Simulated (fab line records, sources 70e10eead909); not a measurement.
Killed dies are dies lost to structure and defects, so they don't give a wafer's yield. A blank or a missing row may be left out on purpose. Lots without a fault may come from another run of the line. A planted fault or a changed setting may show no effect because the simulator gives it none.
Chamber matching | flow nand_harc | NHARC_A_ONON_D1_DEP_33 on pecvd-02: 3 sister chambers
The step deposits SiO2, target thk 200 nm. 3 wafers are shown with their chamber, then 9 later ones without.

WAFERS WITH THEIR CHAMBER
wafer  | chamber | throttle_valve_pct (%)
L686.2 | 2       | 15.2
L687.3 | 1       | 16.4
L687.6 | 0       | 15.3

WAFERS WITHOUT THEIR CHAMBER
wafer  | throttle_valve_pct (%)
L697.1 | 15.6
L697.2 | 15.3
L697.5 | 15.6
L698.3 | 15.5
L698.4 | 16.6
L698.6 | 15.4
L699.1 | 16.7
L699.2 | 15.2
L699.6 | 16.8

WHICH CHAMBER EACH WENT THROUGH
wafer  | from the rows above     | in truth
L697.1 | can't be placed: 0 or 2 | 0
L697.2 | can't be placed: 0 or 2 | 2
L697.5 | can't be placed: 0 or 2 | 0
L698.3 | can't be placed: 0 or 2 | 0
L698.4 | 1                       | 1
L698.6 | can't be placed: 0 or 2 | 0
L699.1 | 1                       | 1
L699.2 | can't be placed: 2 or 0 | 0
L699.6 | 1                       | 1
Placed correctly: 3 of 9. Can't be placed from these rows: 6 (the true chamber is among the candidates in 6). Placed wrongly: 0.
How it was worked out, from the rows above alone: a wafer's distance from a chamber is the root of the sum, over the readings, of the square of ((its reading less the chamber's mean) divided by the reading's scatter). The wafer belongs to the nearest chamber; if the next one is less than 2 further off, it can't be placed. A chamber's mean is the mean of its shown wafers. The scatter: with one shown wafer a chamber, the root of the mean of the squares of how far each hidden wafer lies from its nearest shown one.
